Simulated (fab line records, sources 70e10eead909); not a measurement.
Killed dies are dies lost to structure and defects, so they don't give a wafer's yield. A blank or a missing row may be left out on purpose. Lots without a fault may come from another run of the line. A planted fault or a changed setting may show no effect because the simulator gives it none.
Which tool did it? | flow nand_harc | 13 lots, 38 wafers sampled, at 1 step of a route of 1302

WHAT THE GAUGES READ, wafer by wafer
NHARC_A_BLC_INSPECT_28. Usual: raw_defect_count 528, standard deviation 130.
lot  | measured     | on                | raw_defect_count | flag
L590 | day 22 22:22 | defect_inspect-01 | 591 484 515      |
L592 | day 23 13:13 | defect_inspect-02 | 491 481 689      |
L593 | day 23 17:58 | defect_inspect-01 | 313 397 447      |
L597 | day 26 01:34 | defect_inspect-02 | 504 441 536      |
L600 | day 27 14:33 | defect_inspect-02 | 529 566          |
L606 | day 29 19:49 | defect_inspect-01 | 361 348 318      |
L608 | day 30 01:29 | defect_inspect-02 | 400 524 659      |
L607 | day 30 06:15 | defect_inspect-01 | 596 474 688      |
L609 | day 30 23:35 | defect_inspect-01 | 374 567 555      |
L610 | day 31 02:16 | defect_inspect-01 | 506 561 421      |
L611 | day 31 04:53 | defect_inspect-01 | 409 528 445      |
L612 | day 31 07:26 | defect_inspect-01 | 409 529 579      |
L613 | day 32 07:10 | defect_inspect-01 | 489 415 401      |

WHICH TOOL RAN EACH LOT (tool, then ch and the chambers of the sampled wafers, then the start)
The record holds no process step before these readings.

WHAT THE TOOLS THEMSELVES READ (means of the sampled wafers that have a number; where no wafer has one, the mark that the record gives instead)
The record holds no such reading with a usual standard deviation.

THE ANSWER, worked out from the rows above alone
Rule: a lot is off if the mean of its wafers that have a number lies more than 3 standard deviations from the usual mean. A lot without any number at a reading at which 4 lots or more have one is off too. The other lots that the step has rows for count as sound. The gauges are gone through in route order, then the tools' own readings, and for those a lot's mean is taken as printed above. The first step at which some lot is off is used, and at that step the reading that is off furthest; a lot without a number counts as furthest.
No lot is off at any reading shown: from this, nothing can be told.

WHAT THE SIMULATOR HAD PUT IN
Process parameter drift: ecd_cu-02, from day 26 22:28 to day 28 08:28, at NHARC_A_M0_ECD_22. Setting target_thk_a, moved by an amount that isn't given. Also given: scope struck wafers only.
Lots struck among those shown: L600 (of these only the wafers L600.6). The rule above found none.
